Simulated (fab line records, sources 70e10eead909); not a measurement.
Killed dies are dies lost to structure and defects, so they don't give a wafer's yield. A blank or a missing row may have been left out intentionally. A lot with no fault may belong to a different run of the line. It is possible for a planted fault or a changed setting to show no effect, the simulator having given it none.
What tool caused it? / flow nand-harc / 24 lots, 72 wafers sampled, at 4 steps of a route of 1302

## WHAT THE GAUGES READ, wafer by wafer
NHARC_P_ZERO_WELL_CD_MEAS_11 targets a cd of 500 nm. Usual: cd-nm 500.3 nm, standard deviation 2.7.
lot=L074; measured=day 1 21:10; on=cd-sem-01; cd-nm (nm)=495.6 499.5 499.1; flag=
lot=L075; measured=day 2 07:07; on=cd-sem-01; cd-nm (nm)=497.0 500.8 495.4; flag=
lot=L076; measured=day 2 17:07; on=cd-sem-02; cd-nm (nm)=497.8 501.6 497.0; flag=
lot=L077; measured=day 3 03:46; on=cd-sem-03; cd-nm (nm)=498.6 500.0 501.2; flag=
lot=L078; measured=day 3 13:14; on=cd-sem-02; cd-nm (nm)=500.8 499.4 500.0; flag=
lot=L079; measured=day 3 23:07; on=cd-sem-02; cd-nm (nm)=505.7 506.4 499.6; flag=
lot=L080; measured=day 4 09:19; on=cd-sem-02; cd-nm (nm)=501.0 503.6 502.4; flag=
lot=L081; measured=day 4 19:07; on=cd-sem-01; cd-nm (nm)=501.5 498.6 501.4; flag=
lot=L082; measured=day 5 05:14; on=cd-sem-02; cd-nm (nm)=501.6 505.5 504.3; flag=
lot=L083; measured=day 5 15:14; on=cd-sem-03; cd-nm (nm)=500.5 499.6 502.1; flag=
lot=L084; measured=day 6 01:08; on=cd-sem-01; cd-nm (nm)=496.5 501.7 499.2; flag=
lot=L085; measured=day 6 11:16; on=cd-sem-03; cd-nm (nm)=496.6 499.4 497.5; flag=
lot=L086; measured=day 6 21:21; on=cd-sem-02; cd-nm (nm)=496.7 502.7 498.8; flag=
lot=L087; measured=day 7 07:14; on=cd-sem-01; cd-nm (nm)=502.9 502.2 496.4; flag=
lot=L088; measured=day 7 17:07; on=cd-sem-01; cd-nm (nm)=496.1 499.2 496.7; flag=
lot=L089; measured=day 8 03:08; on=cd-sem-02; cd-nm (nm)=494.7 503.1 499.1; flag=
lot=L090; measured=day 8 13:07; on=cd-sem-01; cd-nm (nm)=498.8 499.4 502.0; flag=
lot=L091; measured=day 8 23:07; on=cd-sem-03; cd-nm (nm)=501.7 499.0 497.4; flag=
lot=L092; measured=day 9 09:08; on=cd-sem-01; cd-nm (nm)=500.8 500.4 501.0; flag=
lot=L093; measured=day 9 19:14; on=cd-sem-03; cd-nm (nm)=504.4 502.7 503.1; flag=
lot=L094; measured=day 10 05:19; on=cd-sem-03; cd-nm (nm)=500.5 496.0 498.8; flag=
lot=L095; measured=day 10 15:14; on=cd-sem-03; cd-nm (nm)=499.7 499.9 501.2; flag=
lot=L096; measured=day 11 01:19; on=cd-sem-03; cd-nm (nm)=500.2 497.3 502.6; flag=
lot=L097; measured=day 11 11:07; on=cd-sem-02; cd-nm (nm)=498.8 499.9 499.6; flag=

NHARC_P_ZERO_WELL_CD_MEAS_52 targets a cd of 2000 nm. Usual: cd-nm 2000.1 nm, standard deviation 2.9.
lot=L074; measured=day 2 03:19; on=cd-sem-01; cd-nm (nm)=1999.7 2004.3 2002.7; flag=
lot=L075; measured=day 2 11:44; on=cd-sem-03; cd-nm (nm)=2000.7 2001.0 1998.8; flag=
lot=L076; measured=day 2 23:56; on=cd-sem-01; cd-nm (nm)=1997.3 1997.8 1994.7; flag=
lot=L077; measured=day 3 08:23; on=cd-sem-03; cd-nm (nm)=2002.7 2001.6 1999.7; flag=
lot=L078; measured=day 3 17:47; on=cd-sem-01; cd-nm (nm)=2001.9 2000.4 2001.0; flag=
lot=L079; measured=day 4 03:37; on=cd-sem-01; cd-nm (nm)=2004.7 2005.0 2001.6; flag=
lot=L080; measured=day 4 13:48; on=cd-sem-01; cd-nm (nm)=1998.3 1999.7 1997.3; flag=
lot=L081; measured=day 4 23:37; on=cd-sem-03; cd-nm (nm)=1998.6 2004.6 1998.6; flag=
lot=L082; measured=day 5 09:56; on=cd-sem-01; cd-nm (nm)=1999.3 1999.4 1997.0; flag=
lot=L083; measured=day 5 19:55; on=cd-sem-03; cd-nm (nm)=2001.3 1999.7 1999.8; flag=
lot=L084; measured=day 6 05:40; on=cd-sem-03; cd-nm (nm)=2001.6 2000.6 2001.3; flag=
lot=L085; measured=day 6 18:29; on=cd-sem-03; cd-nm (nm)=1995.9 1995.8 1997.8; flag=
lot=L086; measured=day 7 01:47; on=cd-sem-03; cd-nm (nm)=1995.3 1995.7 1993.1; flag=
lot=L087; measured=day 7 11:49; on=cd-sem-02; cd-nm (nm)=2003.4 2002.7 2005.8; flag=
lot=L088; measured=day 7 21:47; on=cd-sem-01; cd-nm (nm)=1995.4 1994.3 1999.0; flag=
lot=L089; measured=day 8 07:37; on=cd-sem-01; cd-nm (nm)=2003.7 1999.6 1998.7; flag=
lot=L090; measured=day 8 17:58; on=cd-sem-01; cd-nm (nm)=2002.8 2003.3 2004.8; flag=
lot=L091; measured=day 9 03:46; on=cd-sem-02; cd-nm (nm)=2002.6 2001.7 2001.6; flag=
lot=L092; measured=day 9 13:31; on=cd-sem-03; cd-nm (nm)=1996.6 1998.2 2002.3; flag=
lot=L093; measured=day 10 00:04; on=cd-sem-02; cd-nm (nm)=2003.7 1999.3 2003.0; flag=
lot=L094; measured=day 10 09:56; on=cd-sem-01; cd-nm (nm)=1999.3 1995.7 1996.8; flag=
lot=L095; measured=day 10 19:55; on=cd-sem-01; cd-nm (nm)=1997.3 1997.1 1999.9; flag=
lot=L096; measured=day 11 05:56; on=cd-sem-03; cd-nm (nm)=1998.7 1998.6 2001.3; flag=
lot=L097; measured=day 11 15:39; on=cd-sem-03; cd-nm (nm)=2004.1 2003.0 2002.3; flag=

NHARC_P_STI_INSPECT_25. Usual: raw-defect-count 218, standard deviation 79.
lot=L074; measured=day 4 00:38; on=defect-inspect-02; raw-defect-count=248 229 271; flag=
lot=L075; measured=day 4 15:40; on=defect-inspect-02; raw-defect-count=124 133 257; flag=
lot=L076; measured=day 4 19:00; on=defect-inspect-01; raw-defect-count=177 342 178; flag=
lot=L077; measured=day 5 02:31; on=defect-inspect-02; raw-defect-count=279 174 164; flag=
lot=L078; measured=day 5 19:03; on=defect-inspect-02; raw-defect-count=270 254 243; flag=
lot=L079; measured=day 6 00:42; on=defect-inspect-02; raw-defect-count=152 127 163; flag=
lot=L080; measured=day 6 11:50; on=defect-inspect-01; raw-defect-count=147 122 151; flag=
lot=L081; measured=day 6 22:04; on=defect-inspect-01; raw-defect-count=152 150 162; flag=
lot=L082; measured=day 7 12:35; on=defect-inspect-01; raw-defect-count=190 196 167; flag=
lot=L083; measured=day 7 21:06; on=defect-inspect-01; raw-defect-count=106 151 166; flag=
lot=L084; measured=day 8 04:35; on=defect-inspect-02; raw-defect-count=211 176 259; flag=
lot=L085; measured=day 8 14:13; on=defect-inspect-02; raw-defect-count=230 238 284; flag=
lot=L086; measured=day 9 03:11; on=defect-inspect-02; raw-defect-count=184 218 517; flag=
lot=L087; measured=day 9 09:01; on=defect-inspect-01; raw-defect-count=247 230 214; flag=
lot=L088; measured=day 10 03:05; on=defect-inspect-01; raw-defect-count=214 187 138; flag=
lot=L089; measured=day 10 03:05; on=defect-inspect-02; raw-defect-count=167 102 284; flag=
lot=L090; measured=day 10 17:53; on=defect-inspect-02; raw-defect-count=166 359 451; flag=
lot=L091; measured=day 10 23:37; on=defect-inspect-02; raw-defect-count=206 212 291; flag=
lot=L092; measured=day 11 09:55; on=defect-inspect-02; raw-defect-count=171 362 314; flag=
lot=L093; measured=day 11 22:50; on=defect-inspect-01; raw-defect-count=216 148 293; flag=
lot=L094; measured=day 12 05:25; on=defect-inspect-01; raw-defect-count=191 253 299; flag=
lot=L095; measured=day 12 16:34; on=defect-inspect-01; raw-defect-count=228 205 141; flag=
lot=L096; measured=day 13 03:24; on=defect-inspect-01; raw-defect-count=176 190 234; flag=
lot=L097; measured=day 13 10:42; on=defect-inspect-01; raw-defect-count=225 294 250; flag=

## WHICH TOOL RAN EACH LOT (tool, then ch and the chambers of the sampled wafers, then the start)
lot=L074; NHARC_P_STI_DESCUM_14=rie-diel-07 ch 0,2,3, day 2 21:47
lot=L075; NHARC_P_STI_DESCUM_14=rie-diel-07 ch 0,2,3, day 3 09:50
lot=L076; NHARC_P_STI_DESCUM_14=rie-diel-03 ch 2,3, day 3 17:05
lot=L077; NHARC_P_STI_DESCUM_14=rie-diel-03 ch 0,1,3, day 4 01:12
lot=L078; NHARC_P_STI_DESCUM_14=rie-diel-07 ch 0,1,3, day 4 12:23
lot=L079; NHARC_P_STI_DESCUM_14=rie-diel-11 ch 1,2,3, day 4 21:17
lot=L080; NHARC_P_STI_DESCUM_14=rie-diel-11 ch 0,1,2, day 5 08:30
lot=L081; NHARC_P_STI_DESCUM_14=rie-diel-03 ch 2,3, day 5 19:08
lot=L082; NHARC_P_STI_DESCUM_14=rie-diel-11 ch 0,2,3, day 6 04:56
lot=L083; NHARC_P_STI_DESCUM_14=rie-diel-07 ch 0,1, day 6 15:47
lot=L084; NHARC_P_STI_DESCUM_14=rie-diel-07 ch 1,2,3, day 7 00:16
lot=L085; NHARC_P_STI_DESCUM_14=rie-diel-03 ch 1,2,3, day 7 11:05
lot=L086; NHARC_P_STI_DESCUM_14=rie-diel-11 ch 0,1,3, day 7 22:20
lot=L087; NHARC_P_STI_DESCUM_14=rie-diel-11 ch 0,2,3, day 8 07:17
lot=L088; NHARC_P_STI_DESCUM_14=rie-diel-07 ch 0,1, day 8 17:31
lot=L089; NHARC_P_STI_DESCUM_14=rie-diel-03 ch 1,2,3, day 9 02:44
lot=L090; NHARC_P_STI_DESCUM_14=rie-diel-03 ch 0,3, day 9 14:19
lot=L091; NHARC_P_STI_DESCUM_14=rie-diel-07 ch 0,2,3, day 9 20:18
lot=L092; NHARC_P_STI_DESCUM_14=rie-diel-03 ch 0,1,2, day 10 06:44
lot=L093; NHARC_P_STI_DESCUM_14=rie-diel-07 ch 1,2,3, day 10 17:14
lot=L094; NHARC_P_STI_DESCUM_14=rie-diel-07 ch 0,2,3, day 11 03:21
lot=L095; NHARC_P_STI_DESCUM_14=rie-diel-07 ch 0,2,3, day 11 13:15
lot=L096; NHARC_P_STI_DESCUM_14=rie-diel-11 ch 0,2,3, day 12 00:59
lot=L097; NHARC_P_STI_DESCUM_14=rie-diel-11 ch 0,1, day 12 08:42
- NHARC_P_STI_DESCUM_14: chemistry O2, time 3 s.

## AS READ BY THE TOOLS THEMSELVES (means over the sampled wafers that have a number; for cases with no such wafer, the mark the record gives instead)
NHARC_P_STI_DESCUM_14. Usual: drypump-motor-current-A 5.9 A, standard deviation 0.5; oes-product-au 1.000 a.u., standard deviation 0.016; rf-vpp-V 57.8 V, standard deviation 0.86; showerhead-plenum-p-Torr 1.92 Torr, standard deviation 0.072; throttle-valve-pct 11.312 %, standard deviation 0.0094.
lot=L074; tool=rie-diel-07; drypump-motor-current-A (A)=6.0; oes-product-au (a.u.)=1.008; rf-vpp-V (V)=58.4; showerhead-plenum-p-Torr (Torr)=1.87; throttle-valve-pct (%)=11.307; flag=
lot=L075; tool=rie-diel-07; drypump-motor-current-A (A)=6.0; oes-product-au (a.u.)=1.000; rf-vpp-V (V)=57.7; showerhead-plenum-p-Torr (Torr)=1.87; throttle-valve-pct (%)=11.312; flag=
lot=L076; tool=rie-diel-03; drypump-motor-current-A (A)=5.9; oes-product-au (a.u.)=0.991; rf-vpp-V (V)=58.2; showerhead-plenum-p-Torr (Torr)=1.97; throttle-valve-pct (%)=11.320; flag=
lot=L077; tool=rie-diel-03; drypump-motor-current-A (A)=5.6; oes-product-au (a.u.)=1.001; rf-vpp-V (V)=58.8; showerhead-plenum-p-Torr (Torr)=1.95; throttle-valve-pct (%)=11.318; flag=
lot=L078; tool=rie-diel-07; drypump-motor-current-A (A)=6.0; oes-product-au (a.u.)=1.011; rf-vpp-V (V)=58.0; showerhead-plenum-p-Torr (Torr)=1.87; throttle-valve-pct (%)=11.306; flag=
lot=L079; tool=rie-diel-11; drypump-motor-current-A (A)=6.2; oes-product-au (a.u.)=0.999; rf-vpp-V (V)=57.9; showerhead-plenum-p-Torr (Torr)=2.00; throttle-valve-pct (%)=11.311; flag=
lot=L080; tool=rie-diel-11; drypump-motor-current-A (A)=6.1; oes-product-au (a.u.)=1.004; rf-vpp-V (V)=57.4; showerhead-plenum-p-Torr (Torr)=1.95; throttle-valve-pct (%)=11.313; flag=
lot=L081; tool=rie-diel-03; drypump-motor-current-A (A)=5.6; oes-product-au (a.u.)=0.998; rf-vpp-V (V)=58.9; showerhead-plenum-p-Torr (Torr)=1.94; throttle-valve-pct (%)=11.309; flag=
lot=L082; tool=rie-diel-11; drypump-motor-current-A (A)=6.0; oes-product-au (a.u.)=0.997; rf-vpp-V (V)=57.7; showerhead-plenum-p-Torr (Torr)=1.95; throttle-valve-pct (%)=11.318; flag=
lot=L083; tool=rie-diel-07; drypump-motor-current-A (A)=5.7; oes-product-au (a.u.)=1.003; rf-vpp-V (V)=57.5; showerhead-plenum-p-Torr (Torr)=1.84; throttle-valve-pct (%)=11.309; flag=
lot=L084; tool=rie-diel-07; drypump-motor-current-A (A)=5.6; oes-product-au (a.u.)=1.014; rf-vpp-V (V)=58.3; showerhead-plenum-p-Torr (Torr)=1.87; throttle-valve-pct (%)=11.314; flag=
lot=L085; tool=rie-diel-03; drypump-motor-current-A (A)=5.9; oes-product-au (a.u.)=0.992; rf-vpp-V (V)=57.3; showerhead-plenum-p-Torr (Torr)=1.93; throttle-valve-pct (%)=11.306; flag=
lot=L086; tool=rie-diel-11; drypump-motor-current-A (A)=6.2; oes-product-au (a.u.)=1.002; rf-vpp-V (V)=57.7; showerhead-plenum-p-Torr (Torr)=1.97; throttle-valve-pct (%)=11.308; flag=
lot=L087; tool=rie-diel-11; drypump-motor-current-A (A)=6.0; oes-product-au (a.u.)=0.994; rf-vpp-V (V)=57.3; showerhead-plenum-p-Torr (Torr)=1.95; throttle-valve-pct (%)=11.309; flag=
lot=L088; tool=rie-diel-07; drypump-motor-current-A (A)=5.7; oes-product-au (a.u.)=1.012; rf-vpp-V (V)=57.6; showerhead-plenum-p-Torr (Torr)=1.84; throttle-valve-pct (%)=11.313; flag=
lot=L089; tool=rie-diel-03; drypump-motor-current-A (A)=5.9; oes-product-au (a.u.)=0.995; rf-vpp-V (V)=57.4; showerhead-plenum-p-Torr (Torr)=1.93; throttle-valve-pct (%)=11.315; flag=
lot=L090; tool=rie-diel-03; drypump-motor-current-A (A)=5.3; oes-product-au (a.u.)=0.993; rf-vpp-V (V)=58.4; showerhead-plenum-p-Torr (Torr)=1.95; throttle-valve-pct (%)=11.316; flag=
lot=L091; tool=rie-diel-07; drypump-motor-current-A (A)=6.0; oes-product-au (a.u.)=0.991; rf-vpp-V (V)=57.4; showerhead-plenum-p-Torr (Torr)=1.86; throttle-valve-pct (%)=11.313; flag=
lot=L092; tool=rie-diel-03; drypump-motor-current-A (A)=5.9; oes-product-au (a.u.)=0.990; rf-vpp-V (V)=58.0; showerhead-plenum-p-Torr (Torr)=1.97; throttle-valve-pct (%)=11.319; flag=
lot=L093; tool=rie-diel-07; drypump-motor-current-A (A)=5.6; oes-product-au (a.u.)=1.010; rf-vpp-V (V)=57.6; showerhead-plenum-p-Torr (Torr)=1.87; throttle-valve-pct (%)=11.311; flag=
lot=L094; tool=rie-diel-07; drypump-motor-current-A (A)=6.0; oes-product-au (a.u.)=1.012; rf-vpp-V (V)=57.4; showerhead-plenum-p-Torr (Torr)=1.86; throttle-valve-pct (%)=11.304; flag=
lot=L095; tool=rie-diel-07; drypump-motor-current-A (A)=6.0; oes-product-au (a.u.)=1.015; rf-vpp-V (V)=57.8; showerhead-plenum-p-Torr (Torr)=1.86; throttle-valve-pct (%)=11.319; flag=
lot=L096; tool=rie-diel-11; drypump-motor-current-A (A)=6.0; oes-product-au (a.u.)=1.006; rf-vpp-V (V)=57.4; showerhead-plenum-p-Torr (Torr)=1.95; throttle-valve-pct (%)=11.303; flag=
lot=L097; tool=rie-diel-11; drypump-motor-current-A (A)=6.0; oes-product-au (a.u.)=0.993; rf-vpp-V (V)=57.8; showerhead-plenum-p-Torr (Torr)=1.93; throttle-valve-pct (%)=11.303; flag=

## THE ANSWER, worked out from the rows above alone
Rule: a lot is off if the mean of its wafers that have a number lies more than 3 standard deviations from the usual mean. A lot without any number at a reading at which 4 lots or more have one is off too. All remaining lots with rows at the step are treated as sound. The gauges are gone through in route order, then the tools' own readings, and for those a lot's mean is taken as printed above. At the first step where some lot is off, the reading lying furthest off is the one used; lots without a number count as furthest.
Across all readings shown, no lot is off: no conclusion can be drawn from this.

## WHAT THE SIMULATOR HAD PUT IN
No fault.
